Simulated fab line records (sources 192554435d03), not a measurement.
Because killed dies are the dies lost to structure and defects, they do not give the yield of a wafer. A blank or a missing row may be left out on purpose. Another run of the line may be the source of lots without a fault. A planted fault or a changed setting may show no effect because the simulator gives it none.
Chamber matching + flow n5Finfet + N5_BEOL_M14_DEP_53 on pecvd-01 has 3 sister chambers
The step deposits SiCN from 3MS/NH3, target thk 50 nm, time 17.8 s. 14 wafers are shown with their chamber, then 7 later ones without.

EACH WAFER AND ITS CHAMBER
| wafer  | chamber | throttleValvePct (%) | showerheadPlenumPTorr (Torr) | chamberPressureTorr (Torr) |
|--------|---------|----------------------|------------------------------|----------------------------|
| L076.2 | 0       | 17.2                 | 4.165                        | 2.995                      |
| L076.5 | 0       | 17.2                 | 4.174                        | 3.007                      |
| L076.6 | 1       | 18.8                 | 4.156                        | 2.999                      |
| L079.1 | 1       | 18.8                 | 4.146                        | 2.997                      |
| L079.2 | 2       | 18.2                 | 4.165                        | 2.999                      |
| L079.3 | 0       | 17.0                 | 4.178                        | 3.001                      |
| L077.1 | 2       | 17.9                 | 4.171                        | 3.000                      |
| L077.4 | 0       | 16.9                 | 4.175                        | 3.006                      |
| L077.6 | 2       | 17.6                 | 4.166                        | 3.008                      |
| L087.3 | 1       | 18.8                 | 4.163                        | 3.006                      |
| L087.4 | 1       | 18.7                 | 4.147                        | 3.007                      |
| L087.5 | 2       | 18.1                 | 4.178                        | 2.996                      |
| L091.1 | 1       | 18.9                 | 4.155                        | 3.005                      |
| L091.3 | 0       | 17.3                 | 4.174                        | 2.994                      |

SIGNATURES (means of the wafers above)
| reading               | chamber 0 | chamber 1 | chamber 2 | scatter within a chamber |
|-----------------------|-----------|-----------|-----------|--------------------------|
| throttleValvePct      | 17.120    | 18.800    | 17.950    | 0.175                    |
| showerheadPlenumPTorr | 4.17320   | 4.15340   | 4.17000   | 0.00602                  |
| chamberPressureTorr   | 3.00060   | 3.00280   | 3.00075   | 0.00526                  |
Rule: a wafer lies at a distance from a chamber equal to the root of the sum of squares, over the readings, of (its reading less the chamber's mean, divided by the reading's scatter). The wafer belongs to the nearest chamber; if the next one is less than 2 further off, it can't be placed. The scatter: the root of (the sum of the squares of (reading less its chamber's mean) over the shown wafers, divided by (wafers less chambers)).

WAFERS MISSING THEIR CHAMBER
| wafer  | throttleValvePct (%) | showerheadPlenumPTorr (Torr) | chamberPressureTorr (Torr) |
|--------|----------------------|------------------------------|----------------------------|
| L091.6 | 17.2                 | 4.165                        | 3.002                      |
| L095.1 | 18.4                 | 4.160                        | 3.006                      |
| L095.2 | 17.5                 | 4.171                        | 3.008                      |
| L095.5 | 17.2                 | 4.177                        | 3.004                      |
| L097.1 | 18.4                 | 4.174                        | 2.999                      |
| L097.3 | 18.8                 | 4.147                        | 2.996                      |
| L097.5 | 18.3                 | 4.166                        | 3.001                      |

THE CHAMBER EACH PASSED THROUGH
| wafer  | from the rows above     | in truth |
|--------|-------------------------|----------|
| L091.6 | 0                       | 0        |
| L095.1 | can't be placed: 1 or 2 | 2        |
| L095.2 | can't be placed: 0 or 2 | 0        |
| L095.5 | 0                       | 0        |
| L097.1 | can't be placed: 2 or 1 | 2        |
| L097.3 | 1                       | 1        |
| L097.5 | can't be placed: 2 or 1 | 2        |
Correctly placed: 3 of 7. Not placeable from these rows: 4 (in 4, the candidates include the true chamber). Number placed wrongly: 0.
